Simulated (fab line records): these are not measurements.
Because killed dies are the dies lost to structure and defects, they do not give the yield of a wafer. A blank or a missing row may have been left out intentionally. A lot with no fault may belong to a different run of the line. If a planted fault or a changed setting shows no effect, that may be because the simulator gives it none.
Which tool did it? | flow n5Finfet | route of 1938 steps, sampled at 1 step: 12 lots, 36 wafers

== WHAT THE GAUGES SHOWED, per wafer ==
N5_BEOL_M9_INSPECT_13: inspects for defects (brightfield).
lot  | measured     | on               | rawDefectCount
L076 | day 10 02:05 | defectInspect-01 | 391 330 351
L074 | day 10 18:22 | defectInspect-02 | 568 325 435
L078 | day 10 23:44 | defectInspect-02 | 366 466 373
L081 | day 11 04:53 | defectInspect-02 | 483 546 477
L083 | day 11 21:49 | defectInspect-01 | 448 419 469
L086 | day 12 17:09 | defectInspect-02 | 345 282 451
L087 | day 13 01:34 | defectInspect-01 | 235 357 245
L089 | day 13 13:37 | defectInspect-01 | 331 431 343
L090 | day 14 06:41 | defectInspect-02 | 438 565 333
L094 | day 14 10:07 | defectInspect-01 | 349 490 357
L095 | day 14 20:29 | defectInspect-01 | 283 358 235
L096 | day 15 06:23 | defectInspect-02 | 326 276 340

== EACH LOT AND THE TOOL THAT RAN IT (in order: tool; ch and the chambers of the sampled wafers; start) ==
No process step before these readings appears in the record.

== THE ANSWER, worked out from the rows above alone ==
Rule: what is usual is taken from the lots themselves. The widest of any qualifying gaps counts: lots, ordered by their means at a reading, are off when they make up no more than a third of the lots, leave a main group of 4 or more, and stand apart from it by 3 or more times the standard deviation of that group's means. A main group whose means are all the same, to the digits that the tables above print for the reading, isn't used. A lot without any number at a reading at which 4 lots or more have one is off too. The other lots that the step has rows for count as sound.
Nothing can be told from this: no lot is off at any reading shown.

== WHAT THE SIMULATOR HAD INSERTED ==
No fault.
